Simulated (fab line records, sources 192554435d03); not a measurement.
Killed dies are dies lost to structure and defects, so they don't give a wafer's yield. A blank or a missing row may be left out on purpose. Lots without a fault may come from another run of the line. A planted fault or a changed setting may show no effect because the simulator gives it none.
Chamber matching | flow n5_finfet | N5_DUMMY_GATE_ETCH_29 on rie_diel-01: 4 sister chambers
The step etches underlayer in N2/H2, target depth 13 nm. 14 wafers are shown with their chamber, then 7 later ones without.

WAFERS WITH THEIR CHAMBER
wafer  | chamber | showerhead_plenum_p_Torr (Torr) | drypump_motor_current_A (A) | throttle_valve_pct (%)
L079.2 | 2       | 2.65                            | 5.1                         | 17.83
L079.3 | 1       | 2.56                            | 6.4                         | 18.07
L079.6 | 3       | 2.52                            | 6.0                         | 17.89
L082.2 | 0       | 2.41                            | 6.2                         | 18.12
L082.3 | 1       | 2.55                            | 6.4                         | 18.06
L082.5 | 1       | 2.55                            | 6.4                         | 18.06
L084.1 | 1       | 2.55                            | 6.4                         | 18.06
L084.2 | 3       | 2.52                            | 5.9                         | 17.92
L084.4 | 3       | 2.52                            | 5.9                         | 17.90
L085.2 | 3       | 2.52                            | 5.9                         | 17.91
L085.3 | 2       | 2.65                            | 5.1                         | 17.83
L085.5 | 1       | 2.55                            | 6.4                         | 18.08
L089.4 | 3       | 2.52                            | 6.0                         | 17.90
L089.5 | 0       | 2.41                            | 6.2                         | 18.15

SIGNATURES (means of the wafers above)
reading                  | chamber 0 | chamber 1 | chamber 2 | chamber 3 | scatter within a chamber
showerhead_plenum_p_Torr | 2.4100    | 2.5520    | 2.6500    | 2.5200    | 0.00283
drypump_motor_current_A  | 6.200     | 6.400     | 5.100     | 5.940     | 0.0346
throttle_valve_pct       | 18.1350   | 18.0660   | 17.8300   | 17.9040   | 0.0114
Rule: a wafer's distance from a chamber is the root of the sum, over the readings, of the square of ((its reading less the chamber's mean) divided by the reading's scatter). The wafer belongs to the nearest chamber; if the next one is less than 2 further off, it can't be placed. The scatter: the root of (the sum of the squares of (reading less its chamber's mean) over the shown wafers, divided by (wafers less chambers)).

WAFERS WITHOUT THEIR CHAMBER
wafer  | showerhead_plenum_p_Torr (Torr) | drypump_motor_current_A (A) | throttle_valve_pct (%)
L089.6 | 2.52                            | 6.0                         | 17.91
L095.1 | 2.40                            | 6.2                         | 18.15
L095.2 | 2.52                            | 5.9                         | 17.92
L095.4 | 2.64                            | 5.1                         | 17.86
L097.1 | 2.64                            | 5.1                         | 17.84
L097.3 | 2.40                            | 6.2                         | 18.15
L097.5 | 2.52                            | 5.9                         | 17.92

WHICH CHAMBER EACH WENT THROUGH
wafer  | from the rows above | in truth
L089.6 | 3                   | 3
L095.1 | 0                   | 0
L095.2 | 3                   | 3
L095.4 | 2                   | 2
L097.1 | 2                   | 2
L097.3 | 0                   | 0
L097.5 | 3                   | 3
Placed correctly: 7 of 7. Can't be placed from these rows: 0. Placed wrongly: 0.
